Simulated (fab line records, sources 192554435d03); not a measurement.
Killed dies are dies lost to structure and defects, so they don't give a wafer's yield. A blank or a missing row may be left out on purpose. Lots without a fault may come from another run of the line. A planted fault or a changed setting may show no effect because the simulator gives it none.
Which tool did it? | flow n5_finfet | 11 lots, 33 wafers sampled, at 3 steps of a route of 1938

WHAT THE GAUGES READ, wafer by wafer
N5_BEOL_M9_CD_MEAS_11: target cd 64.1 nm.
lot  | measured     | on        | cd_nm (nm)
L330 | day 10 16:32 | cd_sem-03 | 63.5 63.0 63.8
L335 | day 11 03:25 | cd_sem-02 | 64.0 64.2 64.3
L332 | day 11 03:53 | cd_sem-02 | 64.8 64.6 64.2
L336 | day 12 04:43 | cd_sem-01 | 64.1 63.6 63.7
L338 | day 13 05:15 | cd_sem-02 | 64.4 64.4 64.7
L341 | day 13 05:58 | cd_sem-02 | 64.3 64.8 64.2
L340 | day 14 15:19 | cd_sem-03 | 64.3 64.5 63.6
L349 | day 16 11:23 | cd_sem-01 | 64.0 63.7 63.2
L350 | day 16 19:12 | cd_sem-01 | 64.3 64.3 63.8
L353 | day 17 07:31 | cd_sem-01 | 64.4 65.0 64.4
L351 | day 17 07:52 | cd_sem-03 | 63.5 63.6 64.3

N5_BEOL_M9_INSPECT_13: inspects for defects (brightfield).
lot  | measured     | on                | raw_defect_count
L330 | day 10 16:35 | defect_inspect-01 | 341 343 370
L335 | day 11 03:28 | defect_inspect-02 | 435 379 435
L332 | day 11 03:57 | defect_inspect-01 | 350 241 228
L336 | day 12 04:47 | defect_inspect-01 | 563 355 677
L338 | day 13 05:18 | defect_inspect-02 | 491 562 541
L341 | day 13 06:01 | defect_inspect-01 | 615 442 633
L340 | day 14 15:22 | defect_inspect-02 | 296 281 316
L349 | day 16 11:26 | defect_inspect-02 | 397 413 347
L350 | day 16 19:16 | defect_inspect-01 | 436 311 394
L353 | day 17 07:34 | defect_inspect-02 | 345 281 359
L351 | day 17 07:55 | defect_inspect-02 | 392 737 544

N5_BEOL_M9_OVL_MEAS_29.
lot  | measured     | on         | V8_OVL (nm)
L330 | day 10 21:44 | overlay-02 | 0.2 0.8 -1.0
L335 | day 11 04:40 | overlay-01 | 0.6 0.2 -0.2
L332 | day 11 05:01 | overlay-01 | 0.6 -0.2 -1.0
L336 | day 12 06:26 | overlay-01 | 0.4 -0.8 0.4
L338 | day 13 07:13 | overlay-01 | -1.0 -1.0 -0.8
L341 | day 13 07:23 | overlay-02 | -0.9 -0.8 -0.5
L340 | day 14 17:58 | overlay-02 | 0.9 2.1 -0.2
L349 | day 16 12:23 | overlay-02 | 0.0 0.2 0.4
L350 | day 16 23:21 | overlay-01 | 0.7 0.0 -0.4
L353 | day 17 08:41 | overlay-02 | -0.3 1.1 -0.7
L351 | day 17 10:43 | overlay-01 | -0.3 0.9 2.0

WHICH TOOL RAN EACH LOT (tool, then ch and the chambers of the sampled wafers, then the start)
The record holds no process step before these readings.

WHAT THE TOOLS THEMSELVES READ (means of the sampled wafers that have a number; where no wafer has one, the mark that the record gives instead)
The record holds no such reading with a usual standard deviation.

THE ANSWER, worked out from the rows above alone
Rule: what is usual is taken from the lots themselves. Put in order of their means at a reading, lots are off if they are a third of the lots or fewer, leave a main group of 4 or more, and stand apart from it by a gap of 3 or more times the standard deviation of the main group's means; of several such gaps the widest counts. A main group whose means are all the same, to the digits that the tables above print for the reading, isn't used. A lot without any number at a reading at which 4 lots or more have one is off too. The other lots that the step has rows for count as sound. The gauges are gone through in route order, then the tools' own readings, and for those a lot's mean is taken as printed above. The first step at which some lot is off is used, and at that step the reading that is off furthest; a lot without a number counts as furthest.
No lot is off at any reading shown: from this, nothing can be told.

WHAT THE SIMULATOR HAD PUT IN
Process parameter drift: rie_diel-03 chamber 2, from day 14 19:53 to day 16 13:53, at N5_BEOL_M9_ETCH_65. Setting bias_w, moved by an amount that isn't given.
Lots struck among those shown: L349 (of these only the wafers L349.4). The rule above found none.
